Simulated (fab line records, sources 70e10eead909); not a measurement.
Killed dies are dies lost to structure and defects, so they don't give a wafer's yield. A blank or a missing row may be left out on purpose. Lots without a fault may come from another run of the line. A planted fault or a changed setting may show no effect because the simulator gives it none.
Which tool did it? | flow nand_harc | 6 lots, 18 wafers sampled, at 5 steps of a route of 1159

WHAT THE GAUGES READ, wafer by wafer
NHARC_END_SORT_01.
lot  | measured     | on        | killed_at_array
L735 | day 25 03:21 | prober-01 | 33

WHICH TOOL RAN EACH LOT (tool, then ch and the chambers of the sampled wafers, then the start)
lot  | NHARC_A_CHANNEL_HOLE_D1_ETCH_24  | NHARC_A_CHANNEL_HOLE_D1_ETCH_26  | NHARC_A_CHANNEL_FILL_D1_ALD_02   | NHARC_A_CHANNEL_FILL_D1_ALD_14
L716 | har_etch-02 ch 0,1, day 9 08:45  | har_etch-02 ch 0,1, day 9 10:24  | ald_hk-04 ch 0,1,3, day 9 12:35  | ald_hk-04 ch 2,3, day 9 19:33
L720 | har_etch-02 ch 0,1, day 10 01:32 | har_etch-02 ch 0,1, day 10 02:59 | ald_hk-04 ch 0,1, day 10 05:05   | ald_hk-03 ch 0,1, day 10 12:07
L722 | har_etch-02 ch 0,1, day 10 18:44 | har_etch-02 ch 0,1, day 10 20:24 | ald_hk-04 ch 1,2,3, day 10 22:43 | ald_hk-01 ch 0,1,2, day 11 05:44
L726 | har_etch-01 ch 0,1, day 11 21:59 | har_etch-01 ch 0,1, day 11 23:32 | ald_hk-04 ch 0,1,2, day 12 01:48 | ald_hk-04 ch 0,1,3, day 12 07:34
L735 | har_etch-02 ch 0,1, day 13 21:55 | har_etch-02 ch 0,1, day 13 23:35 | ald_hk-04 ch 1,2,3, day 14 01:44 | ald_hk-03 ch 0,2,3, day 14 09:01
L734 | har_etch-02 ch 0,1, day 14 06:22 | har_etch-02 ch 0,1, day 14 07:55 | ald_hk-03 ch 0,1,3, day 14 10:00 | ald_hk-03 ch 0,1,3, day 14 20:26
- NHARC_A_CHANNEL_HOLE_D1_ETCH_24: etches the open film in C4F8/O2/Ar, time 906.2 s, target depth 1500 nm.
- NHARC_A_CHANNEL_HOLE_D1_ETCH_26: etches the open film in C4F8/O2/Ar, time 224.1 s, target depth 300 nm.
- NHARC_A_CHANNEL_FILL_D1_ALD_02: deposits SiO2, target thk 6 nm, pulse time 10 s, ald cycles 60.
- NHARC_A_CHANNEL_FILL_D1_ALD_14: deposits SiO2, target thk 2.5 nm, pulse time 10 s, ald cycles 25.

THE ANSWER, worked out from the rows above alone
Rule: what is usual is taken from the lots themselves. Put in order of their means at a reading, lots are off if they are a third of the lots or fewer, leave a main group of 4 or more, and stand apart from it by a gap of 3 or more times the standard deviation of the main group's means; of several such gaps the widest counts. A main group whose means are all the same, to the digits that the tables above print for the reading, isn't used. A lot without any number at a reading at which 4 lots or more have one is off too. The other lots that the step has rows for count as sound.
No lot is off at any reading shown: from this, nothing can be told.

WHAT THE SIMULATOR HAD PUT IN
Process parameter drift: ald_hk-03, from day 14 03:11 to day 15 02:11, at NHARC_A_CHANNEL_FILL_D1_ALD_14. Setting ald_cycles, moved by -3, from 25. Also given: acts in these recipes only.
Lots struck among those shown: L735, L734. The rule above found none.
